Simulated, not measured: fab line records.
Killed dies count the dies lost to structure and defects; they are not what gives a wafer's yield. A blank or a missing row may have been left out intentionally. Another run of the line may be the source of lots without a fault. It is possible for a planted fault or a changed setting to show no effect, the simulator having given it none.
2 desks, one fault	flow n5-finfet	only its own numbers are on each desk; what lay behind them is given at the end
Where a reading is given only as a bound, like >300, the bound stands for it, and a mean or a difference that rests on one is marked > or <: the true number lies beyond.

THE DEFECT DESK
For each lot, the counts of the inspections along the route, averaged over the sampled wafers that have a number. Any lot whose mean is over 4 standard deviations away from the usual mean is out of limits and marked OUT; that distance is given in the brackets.
Columns: A = raw-defect-count at N5_PASSIVATION_INSPECT_67, usual 2.1; B = raw-defect-count at N5_PASSIVATION_INSPECT_57, usual 2.0
lot	first seen here	A	B
L950	day 13 10:25	2.0	1.7
L953	day 14 09:08	0.7	2.0
L952	day 14 14:05	2.3	3.0
L960	day 16 04:57	2.0	>101 (>+76) OUT
L961	day 16 17:59	1.7	>101 (>+76) OUT
L967	day 18 12:49	2.7	2.3
Finding of this desk: L960, L961 out of limits; the first was L960 at day 16 08:22, on raw-defect-count at N5_PASSIVATION_INSPECT_57. In limits: L950, L953, L952, L967.

METROLOGY DESK
What the gauges read, lot by lot, whatever tool the lot ran on: means of the sampled wafers that have a number. Any lot whose mean is over 4 standard deviations away from the usual mean is out of limits and marked OUT; that distance is given in the brackets.
Columns: A = cd-nm at N5_PASSIVATION_CD_MEAS_44, usual 39999 nm; B = PASS_OPEN_OVL at N5_PASSIVATION_OVL_MEAS_66, usual 3 nm
lot	first seen here	A	B
L950	day 13 10:22	40000	-4
L953	day 14 09:05	39997	-5
L952	day 14 14:02	40000	10
L960	day 16 04:53	39999	12
L961	day 16 17:56	40003	-2
L967	day 18 12:46	39998	2
This desk's verdict: no lot among the 6 shows anything out of limits.

PUT TOGETHER
The defect desk could have raised an alarm at day 16 08:22, on L960, L961.
From the metrology desk's view, nothing was out of limits.
The metrology desk has L960, L961 on record, within its limits.
The lots listed all ran N5_PASSIVATION_STRIP_52 on wet-bench-01.

WHAT THE SIMULATOR HAD INSERTED
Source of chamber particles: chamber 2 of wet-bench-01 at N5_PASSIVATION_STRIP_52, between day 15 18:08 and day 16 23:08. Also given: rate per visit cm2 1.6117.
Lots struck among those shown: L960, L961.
Hours from the fault's start to each desk's first reading out of limits: the defect desk, 14.
